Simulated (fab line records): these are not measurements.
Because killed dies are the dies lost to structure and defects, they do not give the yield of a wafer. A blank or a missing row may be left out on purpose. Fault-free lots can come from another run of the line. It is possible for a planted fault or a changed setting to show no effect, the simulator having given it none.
Comparing a struck lot with a sound one | flow n5_finfet | 37 steps out of a route of 1938
Sound: the wafers L389.2, L389.3, L389.6. Wafers struck: L400.2, L400.4, L400.5. The cause comes at the end.
Per side, at each step with rows, come the tool, then ch with its chambers, and then its first start. Under that, the readings that differ: sound wafers | struck wafers | difference of the means | sigmas: that difference in standard deviations of wafers without a fault.
alike: readings with means less than 2 such deviations apart, plus words and numbers identical on both sides. not compared: withheld readings, readings lacking a value on some wafer, bounds such as >300 that could conceal the same value, and numbers that have no deviation in the record and whose values overlap.
Wherever a step has rows on one side only, a row that says differs or no value, or a row with sigmas, the two part there. Numbers that have no deviation but don't overlap get no sigmas and don't part them. Lack of a reading on every wafer of one side parts them only where that side has two or more wafers.

first, 12 steps without rows for these wafers: N5_SD_EPI_P_STRIP_38 (strips in N2/H2); N5_SD_EPI_P_ETCHBACK_46 (etches SiNx in CH3F/O2, stops on SiO2, target depth 17.5 nm); N5_SD_EPI_P_ETCH_47 (etches SiOCN in CH3F/O2, target depth 25 nm); N5_SD_EPI_P_ETCH_16 (etches SiO2 in CHF3/O2, target depth 5 nm); N5_SD_EPI_P_STRIP_50 (strips in CHF3/O2); N5_SD_EPI_P_SD_RECESS_17 (chemistry HBr/Cl2/O2, target depth 39.1 nm, bt time 3 s); N5_SD_EPI_P_WET_ETCH_45 (etches SiO2 in dHF, time 10.7 s, target depth 2 nm, rinse time 30 s); N5_SD_EPI_P_STRIP_40 (strips in N2/H2); N5_SD_EPI_P_PRECLEAN_52 (cleans in O3/DIW, time 60 s); N5_SD_EPI_P_SRD_20 (time 30 s); N5_SD_EPI_P_PRECLEAN_51 (cleans in NF3:NH3, afs cycles 1, time 20 s, sublimation time 60 s); N5_SD_EPI_P_VAPOR_ETCH_44 (etches SiGe30 in NF3/Ar, time 3.3 s).
N5_SD_EPI_P_EPI_21: deposits SiGe:B, time 355 s.
  sound on epi_rpcvd-03 ch 0, day 5 09:23; struck on epi_rpcvd-03 ch 0, day 8 05:17
  reading                                     | sound                | struck               | difference | sigmas
  susceptor_temp_C (C)                        | 550.07 550.34 549.91 | 554.33 553.97 554.16 | +4.05      | +16
  susceptor_temp_C_max                        | 551.2 551.5 551.0    | 555.4 555.1 555.3    | +4.0       | +12
  model.SiGe-B_of_SD_EPI_P_EPI_21.thk_nm (nm) | 60 60.8 60.6         | 66.4 65.8 65.8       | +5.5       |
N5_SD_EPI_P_EPI_MEAS_23:
  sound on film_metro-01, day 5 11:14; struck on film_metro-01, day 8 07:43
  reading     | sound          | struck         | difference | sigmas
  thk_nm (nm) | 60.3 62.2 60.5 | 69.4 67.3 64.4 | +6.0       | +5
then, 8 steps without rows for these wafers: N5_SD_EPI_P_HM_STRIP_48 (strips SiNx in H3PO4, material SiNx, target depth 3 nm); N5_SD_EPI_P_SRD_49 (time 30 s); N5_SD_EPI_P_PRECLEAN_24 (cleans in O3/DIW, time 45 s); N5_SD_EPI_P_PRECLEAN_32 (cleans in dHF, time 10 s); N5_SD_EPI_P_PRECLEAN_33 (cleans in SC2, time 45 s); N5_SD_EPI_P_SRD_25 (time 30 s); N5_SD_ACTIVATION_RTA_00 (time 0 s); N5_SD_ACTIVATION_LSA_01 (time 0.0008 s).
N5_SD_ACTIVATION_RS_MEAS_03: uses a four-point probe to measure.
  sound on film_metro-01, day 5 11:52; struck on film_metro-01, day 8 08:20
  reading          | sound          | struck         | difference | sigmas
  RS_SD_P (ohm/sq) | 56.8 56.2 56.4 | 51.1 51.2 51.6 | -5.2       | -7
  alike: RS_SD_N
then, 12 steps without rows for these wafers: N5_ILD0_LINER_00 (material SiNx, target thk 4 nm, pulse time 1 s, purge time 2 s); N5_ILD0_FCVD_FILL_01 (material SiO2 flowable, target thk 200 nm, time 328.3 s); N5_ILD0_CURE_02 (time 1800 s); N5_ILD0_CMP_03 (polishes, stops on SiNx, t overpolish 1.9 s, target thk 197.38 nm); N5_ILD0_CMP_07 (polishes SiO2 flowable, stops on poly-Si, t overpolish 1.18 s, target thk 138.88 nm); N5_ILD0_PRECLEAN_10 (cleans in NF3:NH3, afs cycles 5, time 20 s, sublimation time 60 s); N5_ILD0_ALD_15 (deposits SiNx, target thk 24 nm, pulse time 1 s, ald cycles 480); N5_ILD0_CMP_12 (polishes SiNx, stops on poly-Si, t overpolish 6 s, target thk 17.67 nm); N5_SDB_HM_DEP_00 (deposits SiNx from SiH4/NH3/N2, target thk 40 nm, time 35.3 s); N5_SDB_COAT_03 (time 60 s, resist thk 100 nm); N5_SDB_COAT_04 (time 60 s, resist thk 18 nm); N5_SDB_COAT_05 (resist thk 90 nm).
N5_MOL_CONTACT_COAG_ETCH_110: etches Si in CF4/O2, target depth 2.5 nm, time 8 s.
  sound on rie_diel-02 ch 0,2, day 6 17:58; struck on rie_diel-02 ch 1,3, day 9 13:37
  reading                                     | sound        | struck         | difference | sigmas
  model.SiGe-B_of_SD_EPI_P_EPI_21.thk_nm (nm) | 57.2 58 57.8 | 63.2 62.8 62.6 | +5.2       |
  alike: drypump_motor_current_A, oes_ar_750_au, oes_product_au, rf_vpp_V, showerhead_plenum_p_Torr, throttle_valve_pct
  not compared: rf_hours_counter_h
-- a jump in the record: the struck wafers' starts before and after are 3 days apart (it breaks off in module MOL_CONTACT_COAG and resumes in module BEOL_M4, where the first step shown is number 1111 of the route) --
N5_BEOL_M4_RC_MEAS_101:
  sound on prober-02 ch 0, day 10 06:49; struck on prober-01 ch 0, day 12 18:46
  reading          | sound          | struck         | difference | sigmas
  RS_SD_P (ohm/sq) | 67.2 65.7 66.0 | 60.8 61.0 60.9 | -5.4       | -6
  alike: DIBL_N, DIBL_P, IOFF_N, IOFF_P, ION_N, ION_P, SS_N, SS_P, VT_N, VT_P

## WHERE THEY PART
Earliest at N5_SD_EPI_P_EPI_21; latest, in this record, at N5_BEOL_M4_RC_MEAS_101.

WHY: what the simulator had put in
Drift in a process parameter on epi_rpcvd-03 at N5_SD_EPI_P_EPI_21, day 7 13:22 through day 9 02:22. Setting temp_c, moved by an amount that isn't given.
